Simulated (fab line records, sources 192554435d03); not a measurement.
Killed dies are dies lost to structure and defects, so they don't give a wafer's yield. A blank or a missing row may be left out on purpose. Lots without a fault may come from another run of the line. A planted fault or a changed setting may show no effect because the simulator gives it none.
Which tool did it? | flow n5_finfet | 12 lots, 36 wafers sampled, at 4 steps of a route of 1938

WHAT THE GAUGES READ, wafer by wafer
N5_BEOL_M8_OVL_MEAS_12.
lot  | measured     | on         | M8_OVL (nm)
L569 | day 10 18:27 | overlay-02 | -1.4 -1.3 -1.0
L572 | day 11 20:49 | overlay-02 | -0.6 0.4 1.0
L573 | day 11 21:25 | overlay-02 | 1.2 -0.7 -0.6
L575 | day 11 21:35 | overlay-02 | 0.7 0.5 1.0
L576 | day 12 04:07 | overlay-01 | -0.4 -0.8 -0.5
L578 | day 12 15:41 | overlay-01 | -0.3 0.2 -0.5
L579 | day 13 22:22 | overlay-02 | -1.2 0.2 -0.5
L583 | day 14 03:58 | overlay-02 | -0.3 -0.5 -1.0
L584 | day 15 00:08 | overlay-01 | -0.4 -1.4 -1.1
L585 | day 15 07:07 | overlay-01 | 0.3 0.8 -0.6
L588 | day 15 10:56 | overlay-02 | -0.6 -0.5 0.1
L589 | day 16 12:57 | overlay-02 | -0.5 -0.8 -1.1

WHICH TOOL RAN EACH LOT (tool, then ch and the chambers of the sampled wafers, then the start)
lot  | N5_BEOL_M7_SURFACE_TREAT_79  | N5_BEOL_M7_ANNEAL_51             | N5_BEOL_M8_COAT_60
L569 | pvd_sputter-01, day 10 14:30 | rtp_anneal-02 ch 0, day 10 15:03 | litho_track-04 ch 0, day 10 18:11
L572 | pvd_sputter-01, day 11 14:36 | rtp_anneal-01 ch 0, day 11 16:11 | litho_track-03 ch 0, day 11 20:25
L573 | pvd_sputter-01, day 11 15:24 | rtp_anneal-01 ch 0, day 11 17:07 | litho_track-04 ch 0, day 11 21:01
L575 | pvd_sputter-02, day 11 17:57 | rtp_anneal-01 ch 0, day 11 18:24 | litho_track-01 ch 0, day 11 21:07
L576 | pvd_sputter-02, day 12 00:22 | rtp_anneal-01 ch 0, day 12 00:52 | litho_track-03 ch 0, day 12 03:51
L578 | pvd_sputter-03, day 12 11:05 | rtp_anneal-01 ch 0, day 12 11:37 | litho_track-04 ch 0, day 12 15:16
L579 | pvd_sputter-02, day 13 18:32 | rtp_anneal-02 ch 0, day 13 19:10 | litho_track-04 ch 0, day 13 21:58
L583 | pvd_sputter-02, day 14 00:44 | rtp_anneal-02 ch 0, day 14 01:10 | litho_track-04 ch 0, day 14 03:34
L584 | pvd_sputter-03, day 14 21:42 | rtp_anneal-02 ch 0, day 14 22:08 | litho_track-03 ch 0, day 14 23:44
L585 | pvd_sputter-01, day 15 03:46 | rtp_anneal-02 ch 0, day 15 04:19 | litho_track-04 ch 0, day 15 06:43
L588 | pvd_sputter-03, day 15 06:15 | rtp_anneal-01 ch 0, day 15 06:38 | litho_track-03 ch 0, day 15 10:39
L589 | pvd_sputter-02, day 16 08:34 | rtp_anneal-02 ch 0, day 16 09:15 | litho_track-01 ch 0, day 16 12:41
- N5_BEOL_M7_SURFACE_TREAT_79
- N5_BEOL_M7_ANNEAL_51: time 90 s.
- N5_BEOL_M8_COAT_60: time 60 s, resist thk 35 nm.

WHAT THE TOOLS THEMSELVES READ (means of the sampled wafers that have a number; where no wafer has one, the mark that the record gives instead)
N5_BEOL_M7_ANNEAL_51.
lot  | tool          | anneal_temp_c (C) | wafer_temp_C_max
L569 | rtp_anneal-02 | 225.01            | 226.0
L572 | rtp_anneal-01 | 225.05            | 226.7
L573 | rtp_anneal-01 | 224.99            | 226.6
L575 | rtp_anneal-01 | 225.14            | 226.7
L576 | rtp_anneal-01 | 225.00            | 226.7
L578 | rtp_anneal-01 | 224.67            | 226.7
L579 | rtp_anneal-02 | 224.91            | 225.8
L583 | rtp_anneal-02 | 224.80            | 226.1
L584 | rtp_anneal-02 | 224.93            | 225.8
L585 | rtp_anneal-02 | 224.92            | 226.1
L588 | rtp_anneal-01 | 224.82            | 226.7
L589 | rtp_anneal-02 | 224.81            | 225.6

N5_BEOL_M8_COAT_60.
lot  | tool           | exhaust_pa (Pa) | spin_speed_rpm (rpm)
L569 | litho_track-04 | 45.2            | 1499.7
L572 | litho_track-03 | 46.2            | 1500.5
L573 | litho_track-04 | 43.8            | 1499.6
L575 | litho_track-01 | 44.8            | 1499.8
L576 | litho_track-03 | 44.9            | 1499.8
L578 | litho_track-04 | 45.8            | 1500.5
L579 | litho_track-04 | 45.5            | 1499.6
L583 | litho_track-04 | 44.7            | 1440.9
L584 | litho_track-03 | 45.8            | 1499.3
L585 | litho_track-04 | 44.5            | 1439.9
L588 | litho_track-03 | 45.0            | 1499.6
L589 | litho_track-01 | 44.1            | 1499.6

THE ANSWER, worked out from the rows above alone
Rule: what is usual is taken from the lots themselves. Put in order of their means at a reading, lots are off if they are a third of the lots or fewer, leave a main group of 4 or more, and stand apart from it by a gap of 3 or more times the standard deviation of the main group's means; of several such gaps the widest counts. A main group whose means are all the same, to the digits that the tables above print for the reading, isn't used. A lot without any number at a reading at which 4 lots or more have one is off too. The other lots that the step has rows for count as sound. The gauges are gone through in route order, then the tools' own readings, and for those a lot's mean is taken as printed above. The first step at which some lot is off is used, and at that step the reading that is off furthest; a lot without a number counts as furthest.
Off: L583, L585, at N5_BEOL_M8_COAT_60 (spin_speed_rpm). The main group: mean 1499.8 rpm, standard deviation 0.37.
A tool fits if, at that step or a process step before it, it ran every lot that is off, and no sound lot after the first of them. One fits: litho_track-04 at N5_BEOL_M8_COAT_60. Its last sound lot is L579 (day 13 21:58), its first lot that is off L583 (day 14 03:34): a fault that began between those two fits.
The tool's own readings at N5_BEOL_M8_COAT_60 bear it out: on the lots that are off they differ by more than 5 times the standard deviation of the sound lots' means. spin_speed_rpm reads 1440.4 rpm there against 1499.8 rpm on the sound lots.

WHAT THE SIMULATOR HAD PUT IN
Process parameter drift: litho_track-04, from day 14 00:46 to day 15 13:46, at N5_BEOL_M8_COAT_60. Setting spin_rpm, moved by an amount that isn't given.
Lots struck among those shown: L583, L585. The rule above found the same.
